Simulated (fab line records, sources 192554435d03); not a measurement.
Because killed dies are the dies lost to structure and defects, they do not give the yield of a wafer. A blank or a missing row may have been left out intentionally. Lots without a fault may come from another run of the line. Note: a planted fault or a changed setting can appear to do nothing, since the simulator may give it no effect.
Chamber matching    flow n5Finfet    N5_FIN_SAQP_DESCUM_21 on rieDiel-02 has 4 sister chambers
The step chemistry O2, time 7.9 s. 16 wafers are shown with their chamber, then 8 later ones without.

WAFERS WITH THEIR CHAMBER
wafer   chamber  drypumpMotorCurrentA (A)  throttleValvePct (%)  showerheadPlenumPTorr (Torr)
L075.1  2        5.68                      20.47                 2.07
L075.2  0        5.67                      20.38                 1.98
L075.3  1        5.21                      20.83                 2.03
L078.1  2        5.70                      20.50                 2.07
L078.5  0        5.68                      20.39                 1.97
L078.6  3        5.76                      20.68                 2.07
L081.2  2        5.68                      20.49                 2.07
L081.3  1        5.24                      20.85                 2.03
L081.4  3        5.74                      20.68                 2.07
L083.1  0        5.68                      20.44                 1.97
L083.4  2        5.71                      20.51                 2.06
L083.5  1        5.23                      20.86                 2.02
L084.1  1        5.26                      20.85                 2.02
L084.3  0        5.69                      20.42                 1.97
L084.6  0        5.71                      20.41                 1.97
L090.2  1        5.22                      20.87                 2.02

SIGNATURES, as means of the wafers listed above
reading                chamber 0  chamber 1  chamber 2  chamber 3  scatter within a chamber
drypumpMotorCurrentA   5.6860     5.2320     5.6925     5.7500     0.0165
throttleValvePct       20.4080    20.8520    20.4925    20.6800    0.0183
showerheadPlenumPTorr  1.9720     2.0240     2.0675     2.0700     0.00479
Rule: distance of a wafer from a chamber = root of the sum over the readings of ((wafer's reading minus chamber's mean) / reading's scatter) squared. If the next closest chamber is less than 2 further off than the closest, the wafer can't be placed; otherwise it belongs to the closest. The scatter: the root of (the sum of the squares of (reading less its chamber's mean) over the shown wafers, divided by (wafers less chambers)).

WAFERS WITHOUT THEIR CHAMBER
wafer   drypumpMotorCurrentA (A)  throttleValvePct (%)  showerheadPlenumPTorr (Torr)
L090.3  5.72                      20.41                 1.97
L090.5  5.21                      20.86                 2.02
L096.1  5.20                      20.90                 2.01
L096.5  5.20                      20.90                 2.01
L096.6  5.68                      20.54                 2.05
L097.2  5.74                      20.37                 2.06
L097.5  5.69                      20.45                 1.96
L097.6  5.19                      20.90                 2.01

WHICH CHAMBER EACH ONE RAN IN
wafer    from the rows above   in truth
L090.3   0                     0
L090.5   1                     1
L096.1   1                     1
L096.5   1                     1
L096.6   2                     2
L097.2   2                     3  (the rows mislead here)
L097.5   0                     0
L097.6   1                     1
Placed correctly: 7 of 8. Number that these rows cannot place: 0. Wrongly placed: 1.
